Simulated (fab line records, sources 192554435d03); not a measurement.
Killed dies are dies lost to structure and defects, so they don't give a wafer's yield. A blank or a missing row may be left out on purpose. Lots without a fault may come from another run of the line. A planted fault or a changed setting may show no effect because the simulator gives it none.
A struck lot beside a sound one | flow n5_finfet | 17 steps out of a route of 1938
Sound: wafers L905.1, L905.2, L905.6. Struck: wafer L914.5. (L914.1 of the same lot was not struck and is left out.) The cause comes at the end.
At each step with rows: each side's tool, then ch and its chambers, then its first start. Under that, the readings that differ: sound wafers | struck wafers | difference of the means | sigmas: that difference in standard deviations of wafers without a fault.
alike: readings whose means differ by less than 2 such deviations, and words and numbers that are the same on both sides. not compared: withheld readings, readings that some wafer has no value for, bounds like >300 that may hide the same value, and numbers for which the record gives no deviation and whose values overlap.
The two part at a step that has a row with sigmas, a row that says differs or no value, or rows on one side only. Numbers that don't overlap but have no deviation are shown without sigmas and don't part them. A reading that every wafer of one side lacks parts them only if that side has two wafers or more.

first, 2 steps without rows for these wafers: N5_DUMMY_REMOVAL_SRD_05 (time 30 s); N5_HKMG_FIN_IL_REGROW_00 (material SiO2, chemistry O3, target thk 0.75 nm, time 30 s).
N5_HKMG_FIN_HK_ALD_01: deposits HfO2, target thk 1.6 nm, pulse time 3 s, purge time 3 s.
  sound on ald_hk-03 ch 1,2, day 4 09:25; struck on ald_hk-02 ch 2, day 6 20:59
  alike: precursor_pulse_height_rel
N5_HKMG_FIN_HK_ANNEAL_02: time 30 s.
  sound on rtp_anneal-02 ch 0, day 4 09:46; struck on rtp_anneal-02 ch 0, day 6 21:10
  alike: lamp_power_pct, lamp_zone_3_pct, wafer_temp_C_max
N5_HKMG_FIN_ALD_74: deposits La2O3, target thk 0.5 nm, pulse time 6 s, co reactant pulse time 1 s.
  sound on ald_hk-02 ch 0,1, day 4 09:59; struck on ald_hk-03 ch 1, day 6 21:23
  alike: heater_power_w, precursor_pulse_height_rel
N5_HKMG_FIN_ALD_75: deposits Al2O3, target thk 1 nm, co reactant pulse time 1 s.
  sound on ald_hk-02 ch 0,1, day 4 10:08; struck on ald_hk-03 ch 1, day 6 21:32
  alike: heater_power_w, precursor_pulse_height_rel
then, 6 steps without rows for these wafers: N5_HKMG_FIN_COAT_41 (time 60 s, resist thk 300 nm); N5_HKMG_FIN_COAT_42 (time 60 s, resist thk 35 nm); N5_HKMG_FIN_COAT_43 (resist thk 90 nm); N5_HKMG_FIN_EBR_45; N5_HKMG_FIN_SOFTBAKE_44 (time 60 s); N5_HKMG_FIN_EXPOSE_46 (exposes mask NDIPOLE).
N5_HKMG_FIN_PEB_47: peb time 60 s.
  sound on litho_track-03 ch 0, day 4 10:36; struck on litho_track-03 ch 0, day 6 21:54
then, 1 step without rows for these wafers: N5_HKMG_FIN_DEVELOP_48 (develop time 30 s).
N5_HKMG_FIN_CD_MEAS_49: target cd 202 nm.
  sound on cd_sem-01 ch 0, day 4 10:40; struck on cd_sem-03 ch 0, day 6 21:58
  reading    | sound             | struck | difference | sigmas
  cd_nm (nm) | 202.3 202.1 201.7 | 207.0  | +5.0       | +6
N5_HKMG_FIN_OVL_MEAS_50:
  sound on overlay-02 ch 0, day 4 10:42; struck on overlay-01 ch 0, day 6 22:00
  alike: NDIPOLE_OVL
-- the record jumps here: 4 days lie between the struck wafers' starts before and after (it left off in module HKMG_FIN and takes up again in module BEOL_M4, whose first step shown is number 1111 of the route) --
N5_BEOL_M4_RC_MEAS_101:
  sound on prober-02 ch 0, day 8 12:55; struck on prober-01 ch 0, day 11 01:46
  alike: DIBL_N, DIBL_P, IOFF_N, IOFF_P, ION_N, ION_P, SS_N, SS_P, VT_N, VT_P

WHERE THEY PART
Only at N5_HKMG_FIN_CD_MEAS_49, within this record. Later steps at which nothing parts them and some readings are alike: N5_HKMG_FIN_OVL_MEAS_50, N5_BEOL_M4_RC_MEAS_101.

WHY: what the simulator had put in
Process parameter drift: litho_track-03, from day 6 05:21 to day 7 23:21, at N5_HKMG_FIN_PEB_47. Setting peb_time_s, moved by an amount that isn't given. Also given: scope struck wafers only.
